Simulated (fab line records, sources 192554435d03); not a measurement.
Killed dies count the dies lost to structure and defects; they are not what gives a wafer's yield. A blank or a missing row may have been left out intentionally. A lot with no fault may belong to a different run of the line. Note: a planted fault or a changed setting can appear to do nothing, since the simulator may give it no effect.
Split-lot experiment + flow n5-finfet + route with 1938 steps; 7 lots, 39 wafers read

## THE SPLIT ITSELF
At N5_BEOL_M10_ETCH_66 (etches SOC in N2/H2, target depth 120 nm, overetch 24 nm, time 180 s), the setting time-s was moved away from the recipe's 180 s on 12 of the 39 wafers read, by -54.1% to -22.2%. This setting was run at the recipe's value on the other wafers.

The reading comes from the split's own step.

## THE READING
SiARC_of_BEOL_M10_COAT_64.thk-nm (the simulator's own value, which no gauge read), in nm, at N5_BEOL_M10_ETCH_66 (etches SOC in N2/H2, target depth 120 nm, overetch 24 nm, time 180 s). There is no usual value for it anywhere in the file. Average 22.8 nm, standard deviation 0.28 nm, over the 27 wafers here run with the recipe.

| wafer  | tool, chamber at the split | time-s as run, s | against the recipe | SiARC_of_BEOL_M10_COAT_64.thk-nm, nm | against lot-mates on the recipe |
|--------|----------------------------|------------------|--------------------|--------------------------------------|---------------------------------|
| L076.1 | rie-diel-03, 3             | 180              | recipe             | 23                                   | -                               |
| L076.2 | rie-diel-03, 2             | 180              | recipe             | 23                                   | -                               |
| L076.3 | rie-diel-03, 2             | 180              | recipe             | 23                                   | -                               |
| L076.5 | rie-diel-03, 2             | 180              | recipe             | 23                                   | -                               |
| L076.4 | rie-diel-03, 3             | 180              | recipe             | 23                                   | -                               |
| L076.6 | rie-diel-03, 3             | 180              | recipe             | 23                                   | -                               |
| L079.1 | rie-diel-01, 2             | 82.62            | -54.1%             | 26.8                                 | +4.2                            |
| L079.2 | rie-diel-01, 0             | 180              | recipe             | 22.6                                 | -                               |
| L079.3 | rie-diel-01, 1             | 180              | recipe             | 22.8                                 | -                               |
| L079.4 | rie-diel-01, 3             | 180              | recipe             | 22.4                                 | -                               |
| L079.5 | rie-diel-01, 2             | 82.62            | -54.1%             | 26.8                                 | +4.2                            |
| L079.6 | rie-diel-01, 3             | 82.62            | -54.1%             | 26.4                                 | +3.8                            |
| L083.2 | rie-diel-01, 2             | 180              | recipe             | 23                                   | -                               |
| L083.5 | rie-diel-01, 1             | 180              | recipe             | 23                                   | -                               |
| L083.6 | rie-diel-01, 0             | 180              | recipe             | 22.6                                 | -                               |
| L088.1 | rie-diel-03, 3             | 180              | recipe             | 22.8                                 | -                               |
| L088.2 | rie-diel-03, 0             | 180              | recipe             | 22.2                                 | -                               |
| L088.3 | rie-diel-03, 1             | 134              | -25.6%             | 24.8                                 | +2.4                            |
| L088.4 | rie-diel-03, 1             | 134              | -25.6%             | 24.6                                 | +2.2                            |
| L088.5 | rie-diel-03, 0             | 180              | recipe             | 22.2                                 | -                               |
| L088.6 | rie-diel-03, 3             | 134              | -25.6%             | 24.6                                 | +2.2                            |
| L092.1 | rie-diel-06, 3             | 180              | recipe             | 22.8                                 | -                               |
| L092.2 | rie-diel-06, 0             | 180              | recipe             | 23                                   | -                               |
| L092.3 | rie-diel-06, 2             | 180              | recipe             | 22.4                                 | -                               |
| L092.4 | rie-diel-06, 1             | 180              | recipe             | 22.8                                 | -                               |
| L092.5 | rie-diel-06, 2             | 180              | recipe             | 22.4                                 | -                               |
| L092.6 | rie-diel-06, 3             | 180              | recipe             | 22.8                                 | -                               |
| L095.1 | rie-diel-01, 2             | 180              | recipe             | 23.4                                 | -                               |
| L095.2 | rie-diel-01, 3             | 180              | recipe             | 22.8                                 | -                               |
| L095.3 | rie-diel-01, 1             | 180              | recipe             | 23                                   | -                               |
| L095.4 | rie-diel-01, 0             | 140              | -22.2%             | 24.2                                 | +1.1                            |
| L095.5 | rie-diel-01, 3             | 140              | -22.2%             | 24.4                                 | +1.3                            |
| L095.6 | rie-diel-01, 0             | 140              | -22.2%             | 24.2                                 | +1.1                            |
| L097.1 | rie-diel-06, 2             | 87.5             | -51.4%             | 26.2                                 | +3.3                            |
| L097.2 | rie-diel-06, 1             | 180              | recipe             | 22.8                                 | -                               |
| L097.3 | rie-diel-06, 3             | 87.5             | -51.4%             | 26.6                                 | +3.7                            |
| L097.4 | rie-diel-06, 2             | 87.5             | -51.4%             | 26.4                                 | +3.5                            |
| L097.5 | rie-diel-06, 3             | 180              | recipe             | 23                                   | -                               |
| L097.6 | rie-diel-06, 1             | 180              | recipe             | 22.8                                 | -                               |

THE FIT
A straight line over all 39 wafers: SiARC_of_BEOL_M10_COAT_64.thk-nm changes by -0.0707 nm for each +1% of time-s; r = -0.98; the points scatter about the line by 0.25 nm.
The same after taking each lot's own level away (the mean of its wafers on the recipe; 39 wafers): -0.0725 nm for each +1%; r = -0.98; scatter 0.25 nm.
According to that fit, moving time-s by its largest amount changes the reading by 3.9 nm.
The lots' own levels span 22.40 to 23.07 nm, that is 2.4 times the standard deviation above.
Hence the lot-to-lot level has little effect on the slope; both slopes agree.
Check: for one of the wafers moved furthest among these (-54.1%), held out of the fit, the line's prediction against its lot-mates is +3.87 nm. It came out at +4.2 nm against them.

## ADDITIONAL SPLITS CARRIED BY THESE WAFERS
Before the reading, these wafers also passed through other splits. Each is held against what the fit with the lots' levels taken away leaves over:
| other split on the same wafers              | wafers away from the commonest value | r with SiARC_of_BEOL_M10_COAT_64.thk-nm (lot level and that fit taken away) |
|---------------------------------------------|--------------------------------------|-----------------------------------------------------------------------------|
| N5_BEOL_M0_SAQP_SPACER2_ALD_26 target-thk-a | 9                                    | -0.06                                                                       |
| N5_BEOL_M2_ILD_DEP_00 time-s                | 15                                   | -0.11                                                                       |
| N5_BEOL_M5_HM_DEP_02 target-thk-a           | 12                                   | -0.23                                                                       |
| N5_BEOL_M6_VIA_ETCH_34 time-s               | 12                                   | -0.19                                                                       |

## THE WHOLE CHAIN: every reading that the file lists as answering this split, in the file's order
| step                | what it does                                                         | reading                                                                           | change (the file's fit)                | r (the file's) |
|---------------------|----------------------------------------------------------------------|-----------------------------------------------------------------------------------|----------------------------------------|----------------|
| N5_BEOL_M10_ETCH_66 | etches SOC in N2/H2, target depth 120 nm, overetch 24 nm, time 180 s | etch.depth-nm (the simulator's own value, which no gauge read)                    | +0.511 nm for each +1% of the setting  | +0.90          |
| N5_BEOL_M10_ETCH_66 | etches SOC in N2/H2, target depth 120 nm, overetch 24 nm, time 180 s | SiARC_of_BEOL_M10_COAT_64.thk-nm (the simulator's own value, which no gauge read) | -0.0724 nm for each +1% of the setting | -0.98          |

## FILE'S OWN FIT
SiARC_of_BEOL_M10_COAT_64.thk-nm changes by -0.0724 nm for each +1% of time-s, r = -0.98.
